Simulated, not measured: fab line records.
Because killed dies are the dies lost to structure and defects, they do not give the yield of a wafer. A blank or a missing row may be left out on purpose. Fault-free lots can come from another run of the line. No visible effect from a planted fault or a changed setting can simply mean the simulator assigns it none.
Problem report in the 8D (eight disciplines) form, filled by code	flow n5-finfet	the parts of the form that need people (team, actions taken, sign-off) are left out

== 1. WHAT WENT WRONG ==
trench-depth-nm at N5_BEOL_M14_OCD_MEAS_35 reads a mean of 201 nm on 4 wafers of 2 lots; wafers without a fault read 555 nm with a standard deviation of 18. That puts it -20 standard deviations away from the usual mean.
First seen on wafer L688.2, day 15 22:29, on ocd-02. Wafers with a number at this step in the record: 24, from 8 lots. Rule for "out" (also "out of limits"): further than 4 standard deviations from the usual mean. Any other wafer with a number is counted as sound.

== 2. WHAT IT IS, WHAT IT ISN'T ==
question	is	is not
which readings at this step	trench-depth-nm	-
which lots	L688, L691	L671, L677, L678, L680, L687, L692
which wafers of those lots	L688.2, L688.4, L691.2, L691.4	L688.5, L691.5
read on which gauges	ocd-02	ocd-01
when	from day 15 22:29	up to then (16 sound wafers); but 4 sound wafers of L691, L692 came after

== 3. WHAT RULES OUT EACH SUSPECT ==
Counting: if a tool at a process step up to the reading ran every lot that is out, it stays a suspect. Sound lots after the first of them don't rule it out here, since some wafers of a struck lot are sound.
- the gauge at N5_BEOL_M14_OCD_MEAS_35 is ruled out. All the wafers that are out were read on ocd-02, but those of them that N5_BEOL_M14_THK_MEAS_50 has rows for are out there too, on other tools.
- rie-diel-02 at N5_BEOL_M14_TRENCH_ETCH_34 (etches SiO2 in C4F8/O2/Ar, target depth 556.65 nm, time 126.9 s): kept. Every lot that is out went through it, the first being L688 (day 15 22:19); the last sound lot it ran before that was L677 (day 13 02:28).
Left after counting: rie-diel-02 at N5_BEOL_M14_TRENCH_ETCH_34.

== 4. THE CAUSE (what the simulator had put in) ==
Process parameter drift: rie-diel-02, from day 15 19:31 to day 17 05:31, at N5_BEOL_M14_TRENCH_ETCH_34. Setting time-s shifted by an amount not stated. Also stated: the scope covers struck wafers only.
The count eliminated every tool but this one.

== 5. THE EFFECT CHAIN, in route order ==
Each row: a reading whose mean over the struck wafers that have a number lies more than 3 standard deviations from the usual. Only readings whose record carries a usual standard deviation are examined. hours: median over the lots of the time between each lot's start at the first step of this table that gives one and its start at this step. sigmas: the change, counted in usual standard deviations.
hours	step	reading	usual	on struck wafers	change	sigmas
0	N5_BEOL_M14_OCD_MEAS_35	trench-depth-nm	555 nm	201	-354	-20
3	N5_BEOL_M14_THK_MEAS_50	M14_THK	562 nm	205	-357	-20
3	N5_BEOL_M14_RS_MEAS_54	M14_RS	0.0333 ohm/sq	0.0952	+0.0619	+56
27	N5_PASSIVATION_PROBE_49	defect-limited-yield	91.3 %	18.4	-72.9	-49
27	N5_PASSIVATION_PROBE_49	killed_at_M4_up	14	873	+859	+99 or more
27	N5_PASSIVATION_PROBE_49	killed-dies	103	963	+860	+48
27	N5_PASSIVATION_PROBE_49	killed-on-rim	14	126	+112	+25
27	N5_PASSIVATION_PROBE_49	sort_bin_5_function	5.1 %	44.1	+39.0	+39
27	N5_PASSIVATION_PROBE_49	sort_bin_8_speed	0.02 %	33.88	+33.86	+99 or more
27	N5_PASSIVATION_PROBE_49	sort-n-pass	1077	217	-860	-48
Process steps it contains:
- N5_PASSIVATION_PROBE_49

== 6. HOW IT WOULD HAVE BEEN CAUGHT EARLIER ==
3 hours passed between the start of the fault at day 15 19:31 and the first reading out of limits at a measuring or inspecting step in this record, taken at day 15 22:29.
No tool reading at N5_BEOL_M14_TRENCH_ETCH_34 that has a usual standard deviation in the record was out on any struck wafer, so an alarm limit of 4 standard deviations on those readings would not have fired.
L691, from the lots that are out (2), started N5_BEOL_M14_TRENCH_ETCH_34 on rie-diel-02 later than day 15 22:29. A hold on the tool at that time would have spared it.
